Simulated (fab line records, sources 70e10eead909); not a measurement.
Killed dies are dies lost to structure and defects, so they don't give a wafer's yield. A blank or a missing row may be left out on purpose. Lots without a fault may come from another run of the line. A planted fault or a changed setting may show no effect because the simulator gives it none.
Which tool did it? | flow nand_harc | 12 lots, 36 wafers sampled, at 3 steps of a route of 1302

WHAT THE GAUGES READ, wafer by wafer
NHARC_P_M0_CD_MEAS_09: target cd 90 nm.
lot  | measured     | on        | cd_nm (nm)
L278 | day 6 13:17  | cd_sem-02 | 91.1 91.5 91.4
L279 | day 7 04:31  | cd_sem-03 | 90.5 89.8 90.3
L280 | day 7 05:28  | cd_sem-03 | 88.9 88.6 88.7
L282 | day 8 02:18  | cd_sem-03 | 88.9 89.1 89.6
L281 | day 8 02:54  | cd_sem-02 | 89.0 90.0 89.7
L283 | day 8 13:38  | cd_sem-02 | 90.9 89.8 89.8
L284 | day 9 02:13  | cd_sem-03 | 89.2 88.9 89.6
L286 | day 9 18:42  | cd_sem-01 | 91.1 90.6 90.5
L287 | day 10 05:51 | cd_sem-01 | 91.0 90.5 91.1
L288 | day 10 19:16 | cd_sem-01 | 90.3 89.8 89.7
L289 | day 11 00:30 | cd_sem-03 | 90.2 90.3 90.0
L293 | day 13 01:44 | cd_sem-02 | 87.7 87.6 87.9

WHICH TOOL RAN EACH LOT (tool, then ch and the chambers of the sampled wafers, then the start)
lot  | NHARC_P_CONTACT_PVD_32                  | NHARC_P_M0_PEB_07
L278 | pvd_sputter-02, day 6 13:12 or earlier  | litho_track-01 ch 0, day 6 13:12
L279 | pvd_sputter-02, day 7 04:26 or earlier  | litho_track-06 ch 0, day 7 04:26
L280 | pvd_sputter-01, day 7 05:23 or earlier  | litho_track-04 ch 0, day 7 05:23
L282 | pvd_sputter-02, day 8 02:13 or earlier  | litho_track-04 ch 0, day 8 02:13
L281 | pvd_sputter-01, day 8 02:49 or earlier  | litho_track-06 ch 0, day 8 02:49
L283 | pvd_sputter-01, day 8 13:34 or earlier  | litho_track-01 ch 0, day 8 13:34
L284 | pvd_sputter-03, day 9 02:08 or earlier  | litho_track-04 ch 0, day 9 02:08
L286 | pvd_sputter-03, day 9 18:37 or earlier  | litho_track-06 ch 0, day 9 18:37
L287 | pvd_sputter-01, day 10 05:46 or earlier | litho_track-06 ch 0, day 10 05:46
L288 | pvd_sputter-03, day 10 19:11 or earlier | litho_track-04 ch 0, day 10 19:11
L289 | pvd_sputter-02, day 11 00:25 or earlier | litho_track-01 ch 0, day 11 00:25
L293 | pvd_sputter-01, day 13 01:40 or earlier | litho_track-01 ch 0, day 13 01:40
- NHARC_P_CONTACT_PVD_32: deposits Ti, target thk 5 nm, time 17.7 s.
- NHARC_P_M0_PEB_07: peb time 65 s.

WHAT THE TOOLS THEMSELVES READ (means of the sampled wafers that have a number; where no wafer has one, the mark that the record gives instead)
NHARC_P_CONTACT_PVD_32.
lot  | tool           | throttle_valve_pct (%)
L278 | pvd_sputter-02 | 30.0
L279 | pvd_sputter-02 | 30.1
L280 | pvd_sputter-01 | 30.5
L282 | pvd_sputter-02 | 29.3
L281 | pvd_sputter-01 | 30.2
L283 | pvd_sputter-01 | 30.3
L284 | pvd_sputter-03 | 30.5
L286 | pvd_sputter-03 | 30.8
L287 | pvd_sputter-01 | 30.6
L288 | pvd_sputter-03 | 30.6
L289 | pvd_sputter-02 | 29.7
L293 | pvd_sputter-01 | 30.3

NHARC_P_M0_PEB_07.
lot  | tool           | heater_power_total_W (W) | plate_temp_C (C)
L278 | litho_track-01 | 156.7                    | 99.68
L279 | litho_track-06 | 156.5                    | 100.01
L280 | litho_track-04 | 156.3                    | 100.03
L282 | litho_track-04 | 156.8                    | 100.24
L281 | litho_track-06 | 156.6                    | 100.00
L283 | litho_track-01 | 156.7                    | 100.02
L284 | litho_track-04 | 156.7                    | 100.05
L286 | litho_track-06 | 156.4                    | 99.96
L287 | litho_track-06 | 156.5                    | 100.03
L288 | litho_track-04 | 156.5                    | 100.12
L289 | litho_track-01 | 157.0                    | 99.97
L293 | litho_track-01 | 155.6                    | 99.33

THE ANSWER, worked out from the rows above alone
Rule: what is usual is taken from the lots themselves. Put in order of their means at a reading, lots are off if they are a third of the lots or fewer, leave a main group of 4 or more, and stand apart from it by a gap of 3 or more times the standard deviation of the main group's means; of several such gaps the widest counts. A main group whose means are all the same, to the digits that the tables above print for the reading, isn't used. A lot without any number at a reading at which 4 lots or more have one is off too. The other lots that the step has rows for count as sound. The gauges are gone through in route order, then the tools' own readings, and for those a lot's mean is taken as printed above. The first step at which some lot is off is used, and at that step the reading that is off furthest; a lot without a number counts as furthest.
Off: L293, at NHARC_P_M0_PEB_07 (heater_power_total_W). The main group: mean 156.6 W, standard deviation 0.19.
A tool fits if, at that step or a process step before it, it ran every lot that is off, and no sound lot after the first of them. NHARC_P_CONTACT_PVD_32 gives no start for some lots, so the hours and the order of its lots are those of NHARC_P_M0_PEB_07. Can't be told from this: 2 tools fit, pvd_sputter-01 at NHARC_P_CONTACT_PVD_32, litho_track-01 at NHARC_P_M0_PEB_07.

WHAT THE SIMULATOR HAD PUT IN
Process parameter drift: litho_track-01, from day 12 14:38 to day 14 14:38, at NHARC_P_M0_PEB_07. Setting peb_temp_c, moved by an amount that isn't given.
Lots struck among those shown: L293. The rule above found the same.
